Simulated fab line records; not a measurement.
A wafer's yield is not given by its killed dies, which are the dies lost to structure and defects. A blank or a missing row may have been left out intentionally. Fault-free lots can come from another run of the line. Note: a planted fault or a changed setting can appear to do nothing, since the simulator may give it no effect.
Which tool did it?    flow n5_finfet    23 wafers from 8 lots sampled at 3 of the route's 1938 steps

WHAT EACH GAUGE READ, for each wafer
N5_BEOL_M4_RC_MEAS_101.
lot   measured      on         DIBL_N (mV/V)   DIBL_P (mV/V)   IOFF_N (nA/um)     IOFF_P (nA/um)  ION_N (uA/um)  ION_P (uA/um)  SS_N (mV/dec)   SS_P (mV/dec)   VT_N (mV)    VT_P (mV)
L542  day 9 22:02   prober-02  33.5 37.4       34.3 39.3       0.117 0.196        0.17 0.26       660 680        457 465        71.1 72.9       72.3 73.2       255 248      -253 -249
L544  day 10 00:40  prober-01  34.3 34.2 34.9  37.1 36.8 37.4  0.143 0.154 0.160  0.21 0.21 0.21  665 681 680    463 470 468    70.8 71.8 71.5  73.3 73.1 74.0  253 250 248  -247 -247 -248
L545  day 10 05:49  prober-02  37.2 36.5 35.6  37.5 37.7 35.0  0.161 0.155 0.128  0.20 0.21 0.17  668 675 668    458 468 456    71.2 71.8 71.4  74.1 73.9 73.0  250 249 253  -252 -252 -254
L555  day 13 00:38  prober-01  34.3 35.6 36.1  33.0 35.7 35.3  0.113 0.143 0.139  0.16 0.20 0.19  673 680 674    463 467 468    70.9 70.7 70.2  72.8 72.7 73.2  253 251 251  -253 -251 -253
L554  day 13 03:28  prober-02  33.3 35.9 33.4  32.2 36.0 32.5  0.128 0.176 0.126  0.20 0.25 0.20  673 685 666    473 478 467    70.5 70.3 70.4  72.3 73.8 72.7  248 243 249  -247 -244 -251
L556  day 13 03:50  prober-01  32.4 32.4 35.7  31.6 31.9 36.2  0.116 0.120 0.183  0.19 0.19 0.26  656 666 680    460 462 475    70.9 71.7 71.9  71.7 72.3 73.1  254 252 246  -251 -249 -245
L558  day 14 12:02  prober-01  33.1 32.8 33.7  32.6 33.5 33.0  0.103 0.110 0.116  0.15 0.17 0.16  657 664 670    456 464 451    70.5 70.8 70.2  71.4 72.8 72.3  257 253 253  -255 -253 -255
L559  day 14 15:52  prober-01  34.9 36.2 35.0  36.4 37.9 36.3  0.155 0.173 0.146  0.21 0.23 0.20  684 678 675    468 465 472    71.1 71.8 71.4  73.1 74.0 73.0  248 246 248  -249 -250 -250

N5_BEOL_M7_INSPECT_58: inspects for defects (darkfield).
lot   measured      on                 raw_defect_count
L542  day 11 05:20  defect_inspect-02  54 46
L544  day 11 09:23  defect_inspect-02  80 55 109
L545  day 11 10:32  defect_inspect-02  68 53 95
L555  day 14 14:05  defect_inspect-01  71 53 73
L554  day 14 11:34  defect_inspect-02  77 88 96
L556  day 14 11:01  defect_inspect-02  134 53 62
L558  day 15 13:46  defect_inspect-01  96 95 122
L559  day 16 00:06  defect_inspect-01  68 76 105

N5_BEOL_M8_CD_MEAS_11 targets a cd of 38.5 nm.
lot   measured      on         cd_nm (nm)
L542  day 11 07:44  cd_sem-02  37.8 38.3
L544  day 11 11:35  cd_sem-01  37.9 38.0 38.7
L545  day 11 11:54  cd_sem-03  38.8 38.5 38.4
L555  day 14 16:38  cd_sem-03  39.0 38.7 38.3
L554  day 14 13:58  cd_sem-02  39.1 37.8 37.6
L556  day 14 13:49  cd_sem-03  37.7 38.2 38.8
L558  day 15 15:12  cd_sem-02  37.3 38.5 38.3
L559  day 16 03:07  cd_sem-01  38.7 38.8 38.7

TOOL THAT RAN EACH LOT (tool first, then ch and the chambers of the sampled wafers, then the start)
Before these readings, the record contains no process step.

WHAT THE TOOLS THEMSELVES READ (means of the sampled wafers that have a number; where no wafer has one, the mark that the record gives instead)
The record holds no such reading with a usual standard deviation.

THE ANSWER, worked out from the rows above alone
Rule: what is usual is taken from the lots themselves. Put in order of their means at a reading, lots are off if they are a third of the lots or fewer, leave a main group of 4 or more, and stand apart from it by a gap of 3 or more times the standard deviation of the main group's means; of several such gaps the widest counts. A main group is skipped when, at the precision printed for the reading in the tables above, its means are all equal. A lot without any number at a reading at which 4 lots or more have one is off too. The other lots that the step has rows for count as sound. Order of review: gauges by route order, followed by the tools' own readings, for which a lot's mean as printed above is used. At the first step where some lot is off, the reading lying furthest off is the one used; lots without a number count as furthest.
No lot is off on any of the readings shown, so nothing can be concluded from this.

WHAT THE SIMULATOR PUT IN
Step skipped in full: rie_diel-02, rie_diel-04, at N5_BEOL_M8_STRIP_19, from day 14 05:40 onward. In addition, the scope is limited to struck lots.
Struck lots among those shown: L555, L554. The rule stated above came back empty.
